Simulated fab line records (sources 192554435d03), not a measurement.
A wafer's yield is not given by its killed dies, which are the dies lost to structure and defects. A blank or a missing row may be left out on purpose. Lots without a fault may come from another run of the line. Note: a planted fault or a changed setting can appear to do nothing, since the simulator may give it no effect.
fab line records | flow n5-finfet
record: lots: 6 | wafers: 18 | last-day: 18
route steps=1938 shown FIN_CUT@178 STI_FIN_REVEAL@183 DUMMY_GATE@212 BEOL_M4@1111
lots with no fault: from the same line, run without faults
start-h: start of the lot's first displayed wafer, in hours after the record's first day | wait-h: hours elapsed since this lot's preceding step | " the same as in the row above | L1.1+2: a row that stands for several wafers | - either no value or no given start | * or withheld: withheld | < > ~ a bound
route shown NAME@n: a module of which the file shows steps, and the number in the route of the first | usual: mean and standard deviation over wafers with no fault | same: alike in all rows | chamber/n: place in a boat | sites: the reading at each site | _std_site: the values' standard deviation | _edge_site: mean of outer sites minus mean of inner sites | radius-mm: for every site, how far away it sits from the centre of the wafer | mask NAME#n: copy n | behind: tool/chamber where the wafer was last shaped | hold: why the lot went on hold/how many hours it stayed there/how the hold came to an end | device: whichever transistor did not switch (one of n, p or np) | end of line: tests run on the same wafers once the route is complete | step lacking rows: just its recipe | killed: dies that structure and defects cost at the first sort, which is not the same as the wafer's yield | map: a wafer's dies, marking killed ones x, the rest . and places with no die _
set.NAME: the setting the step ran with; set.NAME@STEP: the setting that earlier step ran with | model.NAME: the simulator's own value behind a step, which no gauge read
a table for each step, a row for each wafer; lots at some steps of the route
services: from which hour (start-h, from the record's first day; less than 0 if before it) a tool's chamber was out of use, for how many hours, and why
== steps ==
step: N5_FIN_CUT_STRIP_22
recipe: chemistry: N2/H2 | power-w: 500 | temp-c: 40 | pressure-mtorr: 50 | rf-frequency-hz: 6e+07 | overash-fraction: 0.3 | bias-power-w: 8 | h2-frac: 0.5 | n2-flow-sccm: 300 | h2-flow-sccm: 300
usual: drypump-motor-current-A: 5.8/0.39 | oes-product-au: 0.77/0.076 | rf-vpp-V: 54.6/2.5 | showerhead-plenum-p-Torr: 3.38/0.11 | throttle-valve-pct: 19.0/0.41
lot.wafer | tool        | chamber | start-h | wait-h | drypump-motor-current-A | oes-product-au | rf-hours-counter-h | rf-vpp-V | showerhead-plenum-p-Torr | throttle-valve-pct
L640.1    | rie-diel-04 | 2       | 64.53   | 0.0    | 6.1                     | 0.69           | 221                | 54.9     | 3.46                     | 19.6
L640.2    | "           | 0       | "       | "      | 5.8                     | 0.69           | 249                | 52.3     | 3.31                     | 18.8
L640.6    | "           | 3       | "       | "      | 5.7                     | 0.92           | -                  | 53.2     | 3.57                     | 18.8
L643.2    | rie-diel-03 | 1       | 82.09   | 0.0    | 5.9                     | 0.76           | 167                | 56.4     | 3.34                     | 19.0
L643.4    | "           | 0       | "       | "      | 5.5                     | 0.71           | 206                | 53.5     | 3.47                     | 18.7
L643.5    | "           | 0       | "       | "      | 5.5                     | 0.73           | -                  | 54.3     | 3.47                     | 18.7
L645.1    | rie-diel-06 | 1       | 94.77   | 0.0    | 5.9                     | 0.78           | 122                | 54.4     | 3.25                     | 19.3
L645.2    | "           | 3       | "       | "      | 6.4                     | 0.74           | 177                | 52.2     | 3.22                     | 18.4
L645.3    | "           | 2       | "       | "      | 5.5                     | 0.77           | 131                | 54.7     | 3.25                     | 19.4
L648.1    | rie-diel-03 | 1       | 112.67  | 0.1    | 5.9                     | 0.74           | 177                | 53.5     | 3.34                     | 19.0
L648.4    | "           | 3       | "       | "      | 6.6                     | 0.85           | 68                 | 56.2     | 3.26                     | 18.5
L648.5    | "           | 2       | "       | "      | 5.2                     | 0.69           | -                  | 55.2     | 3.44                     | 19.3
L649.2    | rie-diel-03 | 1       | 119.09  | 0.0    | 5.9                     | 0.72           | 180                | 52.7     | 3.33                     | 19.0
L649.3    | "           | 3       | "       | "      | 6.6                     | 0.84           | 71                 | 53.0     | 3.26                     | 18.6
L649.5    | "           | 0       | "       | "      | 5.6                     | 0.72           | -                  | 49.7     | 3.46                     | 18.7
L655.1    | rie-diel-04 | 3       | 156.84  | 0.0    | 5.7                     | 0.85           | 53                 | 57.5     | 3.55                     | 18.8
L655.3    | "           | 1       | "       | "      | 5.7                     | 0.75           | 158                | 54.8     | 3.50                     | 18.9
L655.5    | "           | 1       | "       | "      | 5.7                     | 0.75           | -                  | 53.9     | 3.49                     | 18.8
step: N5_FIN_CUT_PRECLEAN_36
recipe: chemistry: O3/DIW | time-s: 60 | temp-c: 22 | o3-ppm: 10
step: N5_FIN_CUT_SRD_32
recipe: dry: ipa-marangoni | time-s: 30 | temp-c: 23 | rinse-liquid: diw
step: N5_FIN_CUT_UV_OZONE_34
recipe: time-s: 120 | pressure-torr: 760 | temp-c: 25
step: N5_FIN_CUT_INSPECT_17
recipe: inspect-instrument: brightfield | mode: aei
usual: raw-defect-count: 218/61
lot.wafer | tool              | chamber | start-h | wait-h | raw-defect-count
L640.1    | defect-inspect-02 | -       | 64.69   | 0.0    | 208
L640.2    | "                 | -       | "       | "      | 205
L640.6    | "                 | -       | "       | "      | 262
L643.2    | defect-inspect-02 | -       | 82.34   | 0.1    | 321
L643.4    | "                 | -       | "       | "      | 296
L643.5    | "                 | -       | "       | "      | 217
L645.1    | defect-inspect-01 | -       | 94.93   | 0.0    | 209
L645.2    | "                 | -       | "       | "      | 169
L645.3    | "                 | -       | "       | "      | 161
L648.1    | defect-inspect-01 | -       | 112.83  | 0.0    | 275
L648.4    | "                 | -       | "       | "      | 257
L648.5    | "                 | -       | "       | "      | 205
L649.2    | defect-inspect-02 | -       | 119.25  | 0.0    | 184
L649.3    | "                 | -       | "       | "      | 207
L649.5    | "                 | -       | "       | "      | 325
L655.1    | defect-inspect-02 | -       | 157.01  | 0.0    | 122
L655.3    | "                 | -       | "       | "      | 148
L655.5    | "                 | -       | "       | "      | 246
step: N5_STI_FIN_REVEAL_ALD_00
recipe: material: SiO2 | target-thk-a: 10 | temp-c: 300 | ald-precursor-family: BDEAS | ald-co-reactant: O2-plasma | pulse-time-s: 1 | pressure-torr: 2
step: N5_STI_FIN_REVEAL_ALD_14
recipe: material: Si3N4 | target-thk-a: 30 | temp-c: 400 | ald-precursor-family: SiH2I2 | ald-co-reactant: N2/H2-plasma | pressure-torr: 2
usual: heater-power-w: 870/110
lot.wafer | tool       | chamber | start-h | wait-h | heater-power-w
L640.1    | ald-sin-03 | 1       | 64.78   | 0.0    | 662
L640.2    | "          | 0       | "       | "      | 917
L640.6    | "          | 2       | "       | "      | 870
L643.2    | ald-sin-03 | 1       | 82.43   | 0.0    | 665
L643.4    | "          | 0       | "       | "      | 923
L643.5    | "          | 2       | "       | "      | 885
L645.1    | ald-sin-02 | 2       | 95.39   | 0.0    | 925
L645.2    | "          | 3       | "       | "      | 964
L645.3    | "          | 1       | "       | "      | 854
L648.1    | ald-sin-04 | 2       | 112.91  | 0.0    | 737
L648.4    | "          | 3       | "       | "      | 686
L648.5    | "          | 2       | "       | "      | 735
L649.2    | ald-sin-02 | 3       | 119.34  | 0.0    | 960
L649.3    | "          | 0       | "       | "      | 1029
L649.5    | "          | 3       | "       | "      | 954
L655.1    | ald-sin-04 | 0       | 157.23  | 0.0    | 919
L655.3    | "          | 0       | "       | "      | 937
L655.5    | "          | 2       | "       | "      | 721
step: N5_STI_FIN_REVEAL_FCVD_FILL_01
recipe: material: SiO2_flowable | target-thk-a: 3120 | temp-c: 100 | pressure-torr: 0.8 | rf-w: 2000 | time-s: 512.2
step: N5_STI_FIN_REVEAL_DENSIFY_02
recipe: temp-c: 650 | ambient: steam | time-s: 1800 | idle-temp-c: 400 | densification-p-h2o-torr: 640
step: N5_STI_FIN_REVEAL_CMP_04
recipe: stop-on: Si3N4 | t-overpolish-s: 4 | down-force-psi: 2 | platen-rpm: 54.18 | post-cmp-clean: alkaline-brush | pad-velocity-m-s: 1.078 | target-thk-nm: 131.83
step: N5_STI_FIN_REVEAL_THK_MEAS_05
usual: thk-nm: 131.8/0.88
lot.wafer | tool          | chamber | start-h | wait-h | thk-nm
L640.1    | film-metro-01 | -       | 70.80   | -      | 130.6
L640.2    | "             | -       | "       | "      | 130.8
L640.6    | "             | -       | "       | "      | 131.5
L643.2    | film-metro-01 | -       | 87.76   | -      | 130.4
L643.4    | "             | -       | "       | "      | 130.0
L643.5    | "             | -       | "       | "      | 129.8
L645.1    | film-metro-01 | -       | 100.73  | -      | 133.3
L645.2    | "             | -       | "       | "      | 132.7
L645.3    | "             | -       | "       | "      | 132.0
L648.1    | film-metro-01 | -       | 118.86  | -      | 132.9
L648.4    | "             | -       | "       | "      | 131.1
L648.5    | "             | -       | "       | "      | 131.5
L649.2    | film-metro-01 | -       | 124.67  | -      | 131.5
L649.3    | "             | -       | "       | "      | 132.1
L649.5    | "             | -       | "       | "      | 132.1
L655.1    | film-metro-01 | -       | 162.67  | -      | 132.2
L655.3    | "             | -       | "       | "      | 131.4
L655.5    | "             | -       | "       | "      | 132.6
step: N5_STI_FIN_REVEAL_DENSIFY_30
recipe: temp-c: * | time-s: * | ambient: N2 | idle-temp-c: 600 | ramp-up-c-per-s: 150 | ramp-down-c-per-s: 60 | cool-to-c: 600
usual: lamp-power-pct: 11.53/0.053 | wafer_temp_C_max: *
lot.wafer | tool          | chamber | start-h | wait-h | lamp-power-pct | wafer_temp_C_max
L640.1    | rtp-anneal-02 | 0       | 70.83   | 0.0    | 11.57          | *
L640.2    | "             | 0       | "       | "      | 11.61          | *
L640.6    | "             | 0       | "       | "      | 11.54          | *
L643.2    | rtp-anneal-01 | 0       | 87.82   | 0.1    | 11.50          | *
L643.4    | "             | 0       | "       | "      | 11.61          | *
L643.5    | "             | 0       | "       | "      | 11.49          | *
L645.1    | rtp-anneal-01 | 0       | 100.75  | 0.0    | 11.64          | *
L645.2    | "             | 0       | "       | "      | 11.57          | *
L645.3    | "             | 0       | "       | "      | 11.59          | *
L648.1    | rtp-anneal-01 | 0       | 118.89  | 0.0    | 11.44          | *
L648.4    | "             | 0       | "       | "      | 11.52          | *
L648.5    | "             | 0       | "       | "      | 11.50          | *
L649.2    | rtp-anneal-02 | 0       | 124.73  | 0.1    | 11.50          | *
L649.3    | "             | 0       | "       | "      | 11.58          | *
L649.5    | "             | 0       | "       | "      | 11.46          | *
L655.1    | rtp-anneal-01 | 0       | 162.70  | 0.0    | 11.51          | *
L655.3    | "             | 0       | "       | "      | 11.54          | *
L655.5    | "             | 0       | "       | "      | 11.46          | *
step: N5_STI_FIN_REVEAL_ETCHBACK_08
recipe: chemistry: C4F6/O2 | target: SiO2 | target-depth-a: 305 | time-s: 10.167 | ion-energy-ev: 250 | pressure-mtorr: 30 | source-w: 345 | bias-w: 185 | Ar_flow_sccm: 300 | C4F6_flow_sccm: 10 | O2_flow_sccm: 10
usual: drypump-motor-current-A: 5.7/0.49 | oes-product-au: 0.76/0.069 | rf-vpp-V: 669/5.5 | showerhead-plenum-p-Torr: 2.84/0.094 | throttle-valve-pct: 21.24/0.21
lot.wafer | tool        | chamber | start-h | wait-h | drypump-motor-current-A | oes-product-au | rf-hours-counter-h | rf-vpp-V | showerhead-plenum-p-Torr | throttle-valve-pct
L640.1    | rie-diel-02 | 0       | 71.04   | 0.2    | 5.9                     | 0.68           | 219                | 677      | 2.81                     | 21.44
L640.2    | "           | 2       | "       | "      | 6.7                     | 0.70           | 209                | 658      | 2.94                     | 21.47
L640.6    | "           | 0       | "       | "      | 5.9                     | 0.68           | -                  | 676      | 2.81                     | 21.43
L643.2    | rie-diel-05 | 3       | 88.01   | 0.2    | 5.9                     | 0.74           | 149                | 668      | 2.74                     | 21.16
L643.4    | "           | 1       | "       | "      | 5.2                     | 0.89           | 35                 | 669      | 2.77                     | 20.99
L643.5    | "           | 3       | "       | "      | 5.9                     | 0.74           | -                  | 667      | 2.74                     | 21.15
L645.1    | rie-diel-05 | 2       | 101.18  | 0.4    | 5.1                     | 0.75           | 154                | 663      | 2.72                     | 20.83
L645.2    | "           | 1       | "       | "      | 5.2                     | 0.89           | 39                 | 671      | 2.77                     | 20.99
L645.3    | "           | 3       | "       | "      | 5.9                     | 0.74           | 153                | 667      | 2.74                     | 21.17
L648.1    | rie-diel-02 | 1       | 119.10  | 0.2    | 5.8                     | 0.85           | 56                 | 672      | 3.00                     | 21.33
L648.4    | "           | 2       | "       | "      | 6.7                     | 0.69           | 225                | 658      | 2.93                     | 21.50
L648.5    | "           | 2       | "       | "      | 6.7                     | 0.69           | -                  | 658      | 2.93                     | 21.48
L649.2    | rie-diel-01 | 1       | 124.91  | 0.2    | 5.2                     | 0.79           | 119                | 670      | 2.75                     | 21.50
L649.3    | "           | 0       | "       | "      | 6.3                     | 0.73           | 177                | 665      | 2.84                     | 21.42
L649.5    | "           | 3       | "       | "      | 5.7                     | 0.76           | -                  | 679      | 2.96                     | 21.33
L655.1    | rie-diel-05 | 0       | 162.91  | 0.2    | 5.6                     | 0.69           | 219                | 672      | 2.82                     | 21.37
L655.3    | "           | 1       | "       | "      | 5.2                     | 0.86           | 61                 | 671      | 2.76                     | 21.03
L655.5    | "           | 2       | "       | "      | 5.1                     | 0.72           | -                  | 662      | 2.71                     | 20.83
step: N5_STI_FIN_REVEAL_STRIP_24
recipe: chemistry: N2/H2 | time-s: 90 | power-w: 100 | temp-c: 40 | pressure-mtorr: 100 | rf-frequency-hz: 6e+07 | bias-power-w: 3 | n2-flow-sccm: 300 | h2-flow-sccm: 300
step: N5_STI_FIN_REVEAL_PRECLEAN_25
recipe: chemistry: SPM | time-s: 90 | temp-c: 120 | mix: 4:1
step: N5_STI_FIN_REVEAL_PRECLEAN_26
recipe: chemistry: SC1 | time-s: 45 | temp-c: 46 | mix: 1:2:100
step: N5_STI_FIN_REVEAL_PRECLEAN_29
recipe: chemistry: DHF | time-s: 30 | temp-c: 25 | dilution: 300:1
step: N5_STI_FIN_REVEAL_SRD_12
recipe: time-s: 30 | temp-c: 23 | rinse-liquid: diw | dry: ipa-marangoni
step: N5_STI_FIN_REVEAL_RECESS_09
recipe: chemistry: HF/NH3 | target: SiO2 | afs-cycles: 11 | target-depth-a: 425 | temp-c: 30 | sublimation-temp-c: 180 | sublimation-time-s: 60
step: N5_STI_FIN_REVEAL_STRIP_16
recipe: chemistry: H3PO4 | material: SiNx | temp-c: 165 | target-depth-a: 238 | overetch-fraction: 0.4964 | dry: ipa-marangoni
step: N5_STI_FIN_REVEAL_PRECLEAN_17
recipe: chemistry: NF3:NH3 | afs-cycles: 1 | temp-c: 30 | time-s: 20 | sublimation-temp-c: 180 | sublimation-time-s: 60 | pressure-torr: 3 | rf-power-w: 30
step: N5_STI_FIN_REVEAL_ETCH_34
recipe: chemistry: H2 | mode: isotropic | material: Si | target: Si | target-depth-a: 9.7 | temp-c: 20 | pressure-mtorr: 4.5 | icp-w: 300 | bias-w: 0 | h2-flow-sccm: 7.5 | he-flow-sccm: 142.5
step: N5_STI_FIN_REVEAL_OXIDATION_31
recipe: chemistry: O2_PLASMA_REMOTE | temp-c: 150 | time-s: 20 | pressure-mtorr: 1000 | source-power-w: 2000 | o2-flow-sccm: 3000
step: N5_STI_FIN_REVEAL_PRECLEAN_32
recipe: chemistry: NF3:NH3 | afs-cycles: 1 | temp-c: 30 | time-s: 20 | sublimation-temp-c: 180 | sublimation-time-s: 60 | pressure-torr: 3 | rf-power-w: 30
step: N5_STI_FIN_REVEAL_STRIP_35
recipe: chemistry: H3PO4 | material: Si3N4 | temp-c: 165 | target-depth-a: 40 | time-s: 39
step: N5_STI_FIN_REVEAL_SRD_21
recipe: dry: ipa-marangoni | time-s: 30 | temp-c: 23 | rinse-liquid: diw
step: N5_STI_FIN_REVEAL_OXIDATION_33
recipe: chemistry: O2_PLASMA_REMOTE | temp-c: 150 | time-s: 20 | pressure-mtorr: 1000 | source-power-w: 2000 | o2-flow-sccm: 3000
usual: drypump-motor-current-A: 6.4/0.39 | heater-power-w: 145/14
lot.wafer | tool            | chamber | start-h | wait-h | drypump-motor-current-A | heater-power-w | rf-hours-counter-h
L640.1    | plasma-asher-01 | 0       | 73.79   | 0.0    | 6.0                     | 156            | 39
L640.2    | "               | 1       | "       | "      | 6.8                     | 129            | 39
L640.6    | "               | 1       | "       | "      | 6.8                     | 125            | -
L643.2    | plasma-asher-02 | 1       | 90.80   | 0.0    | 6.0                     | 142            | 84
L643.4    | "               | 0       | "       | "      | 6.5                     | 155            | -
L643.5    | "               | 0       | "       | "      | 6.5                     | 160            | -
L645.1    | plasma-asher-01 | 1       | 104.13  | 0.0    | 6.8                     | 132            | 45
L645.2    | "               | 0       | "       | "      | 6.1                     | 155            | 45
L645.3    | "               | 0       | "       | "      | 6.0                     | 162            | -
L648.1    | plasma-asher-01 | 0       | 121.85  | 0.0    | 6.0                     | 155            | 49
L648.4    | "               | 0       | "       | "      | 6.0                     | 156            | -
L648.5    | "               | 0       | "       | "      | 6.0                     | 159            | -
L649.2    | plasma-asher-02 | 1       | 127.67  | 0.0    | 5.9                     | 140            | 92
L649.3    | "               | 1       | "       | "      | 5.9                     | 143            | -
L649.5    | "               | 0       | "       | "      | 6.5                     | 158            | -
L655.1    | plasma-asher-01 | 1       | 165.67  | 0.0    | 6.8                     | 128            | 58
L655.3    | "               | 0       | "       | "      | 6.0                     | 159            | -
L655.5    | "               | 0       | "       | "      | 6.0                     | 158            | -
step: N5_STI_FIN_REVEAL_CLEAN_19
recipe: chemistry: O3/DIW | temp-c: 25 | time-s: 120 | o3-ppm: 10
step: N5_STI_FIN_REVEAL_SRD_23
recipe: dry: ipa-marangoni | time-s: 30 | temp-c: 23 | rinse-liquid: diw
step: N5_STI_FIN_REVEAL_CD_MEAS_22
recipe: target-cd-nm: 6.238 | pitch-nm: 28 | polarity: line
usual: cd-nm: 6.20/0.27
lot.wafer | tool      | chamber | start-h | wait-h | cd-nm
L640.1    | cd-sem-03 | -       | 73.96   | 0.0    | 5.89
L640.2    | "         | -       | "       | "      | 6.44
L640.6    | "         | -       | "       | "      | 5.99
L643.2    | cd-sem-03 | -       | 90.97   | 0.0    | 5.91
L643.4    | "         | -       | "       | "      | 5.96
L643.5    | "         | -       | "       | "      | 6.17
L645.1    | cd-sem-01 | -       | 104.30  | 0.0    | 6.63
L645.2    | "         | -       | "       | "      | 5.87
L645.3    | "         | -       | "       | "      | 5.89
L648.1    | cd-sem-01 | -       | 122.02  | 0.0    | 6.15
L648.4    | "         | -       | "       | "      | 6.42
L648.5    | "         | -       | "       | "      | 6.28
L649.2    | cd-sem-02 | -       | 127.83  | 0.0    | 6.36
L649.3    | "         | -       | "       | "      | 6.43
L649.5    | "         | -       | "       | "      | 6.14
L655.1    | cd-sem-02 | -       | 165.83  | 0.0    | 6.41
L655.3    | "         | -       | "       | "      | 6.38
L655.5    | "         | -       | "       | "      | 6.42
step: N5_STI_FIN_REVEAL_FIN_H_MEAS_10
usual: trench-depth-nm: 52.0/0.5
lot.wafer | tool   | chamber | start-h | wait-h | trench-depth-nm
L640.1    | ocd-01 | -       | 73.99   | 0.0    | 51.8
L640.2    | "      | -       | "       | "      | 52.0
L640.6    | "      | -       | "       | "      | 51.6
L643.2    | ocd-02 | -       | 91.00   | 0.0    | 58.6
L643.4    | "      | -       | "       | "      | 58.7
L643.5    | "      | -       | "       | "      | 58.3
L645.1    | ocd-02 | -       | 104.33  | 0.0    | 58.2
L645.2    | "      | -       | "       | "      | 58.5
L645.3    | "      | -       | "       | "      | 58.2
L648.1    | ocd-02 | -       | 122.06  | 0.0    | 52.6
L648.4    | "      | -       | "       | "      | 52.1
L648.5    | "      | -       | "       | "      | 51.9
L649.2    | ocd-02 | -       | 127.86  | 0.0    | 52.0
L649.3    | "      | -       | "       | "      | 51.7
L649.5    | "      | -       | "       | "      | 52.0
L655.1    | ocd-01 | -       | 165.86  | 0.0    | 50.6
L655.3    | "      | -       | "       | "      | 51.8
L655.5    | "      | -       | "       | "      | 51.3
step: N5_STI_FIN_REVEAL_PRECLEAN_18
recipe: chemistry: SC2 | time-s: 45 | temp-c: 35 | mix: 1:1:50
step: N5_STI_FIN_REVEAL_SRD_28
recipe: dry: ipa-marangoni | time-s: 30 | temp-c: 23 | rinse-liquid: diw
step: N5_STI_FIN_REVEAL_INSPECT_13
recipe: inspect-instrument: darkfield | mode: post-clean
usual: raw-defect-count: 12/4.7
lot.wafer | tool              | chamber | start-h | wait-h | raw-defect-count
L640.1    | defect-inspect-02 | -       | 74.08   | 0.0    | 11
L640.2    | "                 | -       | "       | "      | 11
L640.6    | "                 | -       | "       | "      | 13
L643.2    | defect-inspect-01 | -       | 91.08   | 0.0    | 10
L643.4    | "                 | -       | "       | "      | 19
L643.5    | "                 | -       | "       | "      | 11
L645.1    | defect-inspect-01 | -       | 104.42  | 0.0    | 9
L645.2    | "                 | -       | "       | "      | 7
L645.3    | "                 | -       | "       | "      | 16
L648.1    | defect-inspect-02 | -       | 122.14  | 0.0    | 8
L648.4    | "                 | -       | "       | "      | 18
L648.5    | "                 | -       | "       | "      | 11
L649.2    | defect-inspect-01 | -       | 127.95  | 0.0    | 12
L649.3    | "                 | -       | "       | "      | 12
L649.5    | "                 | -       | "       | "      | 18
L655.1    | defect-inspect-01 | -       | 165.95  | 0.0    | 12
L655.3    | "                 | -       | "       | "      | 14
L655.5    | "                 | -       | "       | "      | 23
step: N5_DUMMY_GATE_PRECLEAN_00
recipe: chemistry: O3/DIW | time-s: 60 | temp-c: 22 | o3-ppm: 10
step: N5_DUMMY_GATE_SRD_01
recipe: time-s: 30 | temp-c: 23 | rinse-liquid: diw | dry: ipa-marangoni
step: N5_DUMMY_GATE_ALD_02
recipe: material: SiO2 | target-thk-a: 20 | temp-c: 300 | ald-precursor-family: BDEAS | ald-co-reactant: O2-plasma | pulse-time-s: 1 | pressure-torr: 2
step: N5_DUMMY_GATE_CVD_03
recipe: material: a-Si | target-thk-a: 1500 | temp-c: 530 | precursor: SiH4 | time-s: 8042
step: N5_DUMMY_GATE_PRECLEAN_46
recipe: chemistry: DIW | time-s: 89.5 | temp-c: 23
step: N5_DUMMY_GATE_SRD_47
recipe: dry-time-s: 32 | dry: n2-spin | spin-rpm: 1500
step: N5_DUMMY_GATE_CMP_04
recipe: material: a-Si | post-cmp-clean: alkaline-brush
usual: motor-current-A: 10.0/0.96 | time-to-endpoint-s: 13.9/2.4
lot.wafer | tool   | chamber | start-h | wait-h | motor-current-A | time-to-endpoint-s
L640.2    | cmp-03 | 3       | 78.86   | 0.0    | 10.5            | 14.4
L640.1    | "      | 1       | "       | "      | 9.9             | 14.3
L640.6    | "      | 3       | "       | "      | 9.9             | 14.6
L643.4    | cmp-01 | 1       | 95.02   | 0.0    | 11.1            | 12.9
L643.2    | "      | 0       | "       | "      | 8.9             | 12.5
L643.5    | "      | 2       | "       | "      | 8.2             | 13.6
L645.2    | cmp-01 | 2       | 108.47  | 0.0    | 8.0             | 11.6
L645.1    | "      | 3       | "       | "      | 9.4             | 11.3
L645.3    | "      | 0       | "       | "      | 8.7             | 11.5
L648.4    | cmp-03 | 3       | 126.89  | 0.6    | 10.1            | 16.3
L648.1    | "      | 2       | "       | "      | 9.6             | 12.9
L648.5    | "      | 3       | "       | "      | 10.2            | 16.3
L649.2    | cmp-02 | 2       | 131.88  | 0.0    | 10.3            | 15.7
L649.3    | "      | 3       | "       | "      | 10.8            | 15.1
L649.5    | "      | 3       | "       | "      | 10.5            | 14.8
L655.1    | cmp-01 | 0       | 170.59  | 0.0    | 9.0             | 14.7
L655.3    | "      | 3       | "       | "      | 9.7             | 13.4
L655.5    | "      | 1       | "       | "      | 10.9            | 12.9
step: N5_DUMMY_GATE_THK_MEAS_05
usual: thk-nm: 71.9/1.1
lot.wafer | tool          | chamber | start-h | wait-h | thk-nm
L640.1    | film-metro-01 | -       | 79.10   | 0.1    | 71.6
L640.2    | "             | -       | "       | "      | 73.3
L640.6    | "             | -       | "       | "      | 72.2
L643.2    | film-metro-02 | -       | 95.26   | 0.1    | 70.9
L643.4    | "             | -       | "       | "      | 72.5
L643.5    | "             | -       | "       | "      | 73.7
L645.1    | film-metro-02 | -       | 108.71  | 0.2    | 70.9
L645.2    | "             | -       | "       | "      | 73.1
L645.3    | "             | -       | "       | "      | 71.4
L648.1    | film-metro-02 | -       | 127.13  | 0.1    | 71.2
L648.4    | "             | -       | "       | "      | 71.9
L648.5    | "             | -       | "       | "      | 72.3
L649.2    | film-metro-01 | -       | 132.12  | 0.2    | 71.5
L649.3    | "             | -       | "       | "      | 70.7
L649.5    | "             | -       | "       | "      | 71.0
L655.1    | film-metro-01 | -       | 170.83  | 0.2    | 72.3
L655.3    | "             | -       | "       | "      | 72.4
L655.5    | "             | -       | "       | "      | 72.2
step: N5_BEOL_M4_RC_MEAS_101
usual: DIBL_N: 35.8/1.4 | DIBL_P: 35.8/1.6 | IOFF_N: 0.152/0.021 | IOFF_P: 0.204/0.027 | ION_N: 672/8.7 | ION_P: 461/6.2 | SS_N: 71.5/0.54 | SS_P: 73.1/0.57 | VT_N: 250.0/2.5 | VT_P: -250.6/2.7
lot.wafer | tool      | chamber | start-h | wait-h | DIBL_N[mV/V] | DIBL_P[mV/V] | IOFF_N[nA/um] | IOFF_P[nA/um] | ION_N[uA/um] | ION_P[uA/um] | SS_N[mV/dec] | SS_P[mV/dec] | VT_N[mV] | VT_P[mV]
L640.1    | prober-02 | 0       | 215.44  | 0.0    | 36.6         | 36.9         | 0.158         | 0.227         | 672          | 464          | 71.2         | 73.8         | 251.4    | -249.1
L640.2    | "         | 0       | "       | "      | 35.5         | 35.8         | 0.142         | 0.204         | 673          | 468          | 70.6         | 73.1         | 250.9    | -252.8
L640.6    | "         | 0       | "       | "      | 34.8         | 34.8         | 0.130         | 0.199         | 663          | 458          | 70.9         | 73.7         | 252.8    | -250.9
L643.2    | prober-02 | 0       | 230.92  | 0.2    | 35.1         | 35.4         | 0.153         | 0.184         | 722          | 497          | 71.2         | 72.7         | 248.5    | -251.4
L643.4    | "         | 0       | "       | "      | 34.3         | 34.2         | 0.134         | 0.167         | 716          | 489          | 71.4         | 72.0         | 250.0    | -257.1
L643.5    | "         | 0       | "       | "      | 34.4         | 34.3         | 0.141         | 0.169         | 716          | 495          | 71.4         | 72.1         | 248.0    | -255.8
L645.1    | prober-01 | 0       | 263.36  | 0.0    | 35.3         | 36.5         | 0.169         | 0.218         | 732          | 504          | 71.7         | 73.6         | 246.4    | -250.5
L645.2    | "         | 0       | "       | "      | 32.4         | 33.2         | 0.123         | 0.163         | 718          | 492          | 70.5         | 72.8         | 251.0    | -252.8
L645.3    | "         | 0       | "       | "      | 32.0         | 32.7         | 0.114         | 0.155         | 709          | 490          | 70.8         | 72.6         | 252.8    | -251.2
L648.1    | prober-02 | 0       | 266.23  | 0.0    | 35.6         | 37.0         | 0.156         | 0.209         | 677          | 466          | 71.7         | 73.7         | 249.2    | -250.5
L648.4    | "         | 0       | "       | "      | 34.4         | 35.6         | 0.140         | 0.193         | 671          | 461          | 71.6         | 73.0         | 251.0    | -250.9
L648.5    | "         | 0       | "       | "      | 36.2         | 37.4         | 0.167         | 0.223         | 677          | 466          | 72.0         | 72.9         | 246.9    | -247.8
L649.2    | prober-01 | 0       | 269.66  | 0.2    | 38.3         | 36.9         | 0.174         | 0.213         | 682          | 463          | 71.7         | 73.8         | 251.5    | -252.8
L649.3    | "         | 0       | "       | "      | 39.6         | 38.4         | 0.219         | 0.236         | 689          | 463          | 72.6         | 74.0         | 244.3    | -249.1
L649.5    | "         | 0       | "       | "      | 36.5         | 35.1         | 0.154         | 0.183         | 671          | 452          | 71.6         | 73.1         | 248.2    | -254.8
L655.1    | prober-01 | 0       | 308.17  | 0.0    | 37.6         | 37.0         | 0.195         | 0.238         | 675          | 469          | 71.7         | 73.3         | 247.3    | -248.0
L655.3    | "         | 0       | "       | "      | 37.1         | 36.8         | 0.183         | 0.251         | 674          | 472          | 72.2         | 73.9         | 248.4    | -242.6
L655.5    | "         | 0       | "       | "      | 35.7         | 35.2         | 0.154         | 0.212         | 660          | 461          | 71.3         | 73.3         | 249.9    | -244.7
== services ==
tool            | chamber | start-h | hours | kind
rie-diel-04     | 2       | 41.24   | 12.5  | repair
rie-diel-04     | 0       | 41.40   | 4.8   | repair
cmp-02          | -       | 45.71   | 5.4   | repair
rie-diel-03     | 3       | 48.95   | 1.9   | repair
cmp-02          | -       | 57.19   | 4.3   | repair
cmp-01          | -       | 57.20   | 0.6   | repair
rie-diel-02     | 3       | 59.04   | 16.3  | repair
ald-sin-04      | -       | 64.94   | 2.8   | pm
plasma-asher-02 | -       | 74.07   | 0.6   | repair
rie-diel-03     | -       | 76.80   | 0.4   | repair
rie-diel-02     | -       | 82.84   | 0.6   | repair
ald-sin-04      | -       | 85.77   | 14.0  | pm
plasma-asher-02 | -       | 101.73  | 0.4   | repair
plasma-asher-02 | -       | 108.00  | 1.7   | repair
rie-diel-04     | 3       | 108.80  | 7.5   | repair
cmp-03          | -       | 114.02  | 4.0   | pm
rie-diel-02     | 2       | 123.29  | 4.0   | repair
cmp-01          | -       | 126.15  | 2.8   | repair
cmp-03          | -       | 129.11  | 5.0   | pm
rie-diel-04     | 1       | 146.38  | 8.4   | repair
ald-sin-04      | 3       | 151.50  | 8.4   | repair
plasma-asher-02 | -       | 155.59  | 2.8   | pm
plasma-asher-01 | -       | 160.97  | 1.7   | repair
rie-diel-02     | 0       | 163.18  | 3.9   | repair
== key ==
first-sign: step: N5_STI_FIN_REVEAL_FIN_H_MEAS_10 | reading: trench-depth-nm | direction: up | sigmas: 13 | usual: 52.0 | struck: 58.4
effect: step: N5_BEOL_M4_RC_MEAS_101 | reading: ION_N | direction: up | sigmas: 5.3 | usual: 672 | struck: 719
effect: step: N5_BEOL_M4_RC_MEAS_101 | reading: ION_P | direction: up | sigmas: 5.3 | usual: 461 | struck: 495
met-at N5_STI_FIN_REVEAL_ETCHBACK_08
struck-wafers L643.2,L643.4,L643.5,L645.1,L645.2,L645.3
fault: kind: process-parameter-drift | tool: rie-diel-05 | chamber: - | onset-h: 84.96 | steps: N5_STI_FIN_REVEAL_ETCHBACK_08 | channel: time-s | offset: * | shape: step | end-h: 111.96 | acts-in: * | stated: *
